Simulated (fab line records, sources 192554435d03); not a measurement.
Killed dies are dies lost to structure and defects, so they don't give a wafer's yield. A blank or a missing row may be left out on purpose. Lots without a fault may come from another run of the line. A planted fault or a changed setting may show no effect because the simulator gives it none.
One fault seen from 3 desks | flow n5_finfet | each desk has only its own numbers; what lay behind them comes last

THE METROLOGY DESK
What the gauges read, lot by lot, whatever tool the lot ran on: means of the sampled wafers that have a number. A lot is out of limits, marked OUT, if its mean lies more than 4 standard deviations from the usual mean; the brackets give that distance.
Columns: A = cd_nm at N5_PMOS_HMC_CHANNEL_EPI_CD_MEAS_09, usual 237.9 nm; B = PMOS_HMC_BLK_OVL at N5_PMOS_HMC_CHANNEL_EPI_OVL_MEAS_10, usual 0.5 nm
lot  | first seen here | A     | B
L290 | day 4 17:59     | 237.3 | -0.2
L291 | day 4 23:15     | 237.2 | 0.3
L294 | day 5 17:53     | 238.3 | 1.1
L297 | day 6 11:41     | 237.3 | 1.0
L298 | day 6 17:11     | 238.9 | 0.7
L301 | day 7 11:25     | 238.7 | -0.1
This desk's finding: nothing out of limits on any of the 6 lots.

THE TOOL OWNER'S DESK: litho_track-03
The tool's own readings at N5_PMOS_HMC_CHANNEL_EPI_DEVELOP_08 (develop time 30 s): means of the sampled wafers that have a number, for each lot that ran on this tool. A lot is out of limits, marked OUT, if its mean lies more than 4 standard deviations from the usual mean; the brackets give that distance.
Columns: A = exhaust_pa at N5_PMOS_HMC_CHANNEL_EPI_DEVELOP_08, usual 45.0 Pa
lot  | first seen here | A
L294 | day 5 17:49     | 45.6
L297 | day 6 11:37     | 46.0
L298 | day 6 17:08     | 45.1
This desk's finding: nothing out of limits on any of the 3 lots.

THE DEFECT DESK
What the inspections along the route counted, lot by lot: means of the sampled wafers that have a number. A lot is out of limits, marked OUT, if its mean lies more than 4 standard deviations from the usual mean; the brackets give that distance.
Columns: A = raw_defect_count at N5_WELL_APT_INSPECT_38, usual 13; B = raw_defect_count at N5_PMOS_HMC_CHANNEL_EPI_INSPECT_11, usual 2.2
lot  | first seen here | A  | B
L290 | day 4 17:33     | 11 | 1.7
L291 | day 4 22:48     | 12 | 2.7
L294 | day 5 17:26     | 10 | 1.3
L297 | day 6 11:14     | 12 | 1.7
L298 | day 6 16:44     | 10 | 4.0
L301 | day 7 10:58     | 16 | 2.0
This desk's finding: nothing out of limits on any of the 6 lots.

PUT TOGETHER
The metrology desk saw nothing out of limits.
The tool owner's desk saw nothing out of limits.
The defect desk saw nothing out of limits.

WHAT THE SIMULATOR HAD PUT IN
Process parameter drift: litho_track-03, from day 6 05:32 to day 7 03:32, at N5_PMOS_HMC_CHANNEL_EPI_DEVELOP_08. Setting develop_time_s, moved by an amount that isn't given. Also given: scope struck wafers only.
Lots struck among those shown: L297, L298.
